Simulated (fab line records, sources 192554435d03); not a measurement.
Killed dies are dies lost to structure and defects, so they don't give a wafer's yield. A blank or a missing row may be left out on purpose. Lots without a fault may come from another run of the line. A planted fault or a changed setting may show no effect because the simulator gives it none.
One fault seen from 2 desks | flow n5_finfet | each desk has only its own numbers; what lay behind them comes last

THE METROLOGY DESK
What the gauges read, lot by lot, whatever tool the lot ran on: means of the sampled wafers that have a number. A lot is out of limits, marked OUT, if its mean lies more than 4 standard deviations from the usual mean; the brackets give that distance.
Columns: A = cd_nm at N5_DUMMY_GATE_CD_MEAS_50, usual 14.0 nm; B = cd_nm at N5_DUMMY_GATE_CD_MEAS_24, usual 15.1 nm
lot  | first seen here | A    | B
L420 | day 3 06:24     | 13.7 | 14.4
L421 | day 3 11:37     | 13.8 | 15.2
L432 | day 6 05:45     | 13.6 | 14.8
L433 | day 6 10:22     | 13.7 | 14.6
L434 | day 6 15:59     | 13.8 | 14.7
L440 | day 8 07:27     | 14.0 | 15.2
This desk's finding: nothing out of limits on any of the 6 lots.

THE TOOL OWNER'S DESK: rie_si-01
The tool's own readings at N5_DUMMY_GATE_ETCH_23 (etches poly-Si in HBr/Cl2/O2, target depth 41 nm, time 22.3 s): means of the sampled wafers that have a number, for each lot that ran on this tool. A lot is out of limits, marked OUT, if its mean lies more than 4 standard deviations from the usual mean; the brackets give that distance.
Columns: A = drypump_motor_current_A at N5_DUMMY_GATE_ETCH_23, usual 5.34 A; B = oes_product_au at N5_DUMMY_GATE_ETCH_23, usual 0.993 a.u.; C = throttle_valve_pct at N5_DUMMY_GATE_ETCH_23, usual 37.4 %
lot  | first seen here | A    | B               | C
L421 | day 3 12:08     | 5.08 | 0.987           | 37.8
L432 | day 6 06:05     | 5.40 | 1.269 (+15) OUT | 37.8
L433 | day 6 10:41     | 5.09 | 1.265 (+15) OUT | 37.8
This desk's finding: out of limits on L432, L433; first on L432, day 6 06:05 (oes_product_au at N5_DUMMY_GATE_ETCH_23). In limits: L421.

PUT TOGETHER
The tool owner's desk could have raised an alarm at day 6 06:05, on L432, L433.
The metrology desk saw nothing out of limits.
The metrology desk has L432, L433 on record, within its limits.
Of the lots named, all ran N5_DUMMY_GATE_ETCH_23 on rie_si-01.

WHAT THE SIMULATOR HAD PUT IN
Process parameter drift: rie_si-01, from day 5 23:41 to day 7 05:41, at N5_DUMMY_GATE_ETCH_23. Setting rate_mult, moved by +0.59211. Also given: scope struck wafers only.
Lots struck among those shown: L432, L433.
Hours from the fault's start to each desk's first reading out of limits: the tool owner's desk, 6.
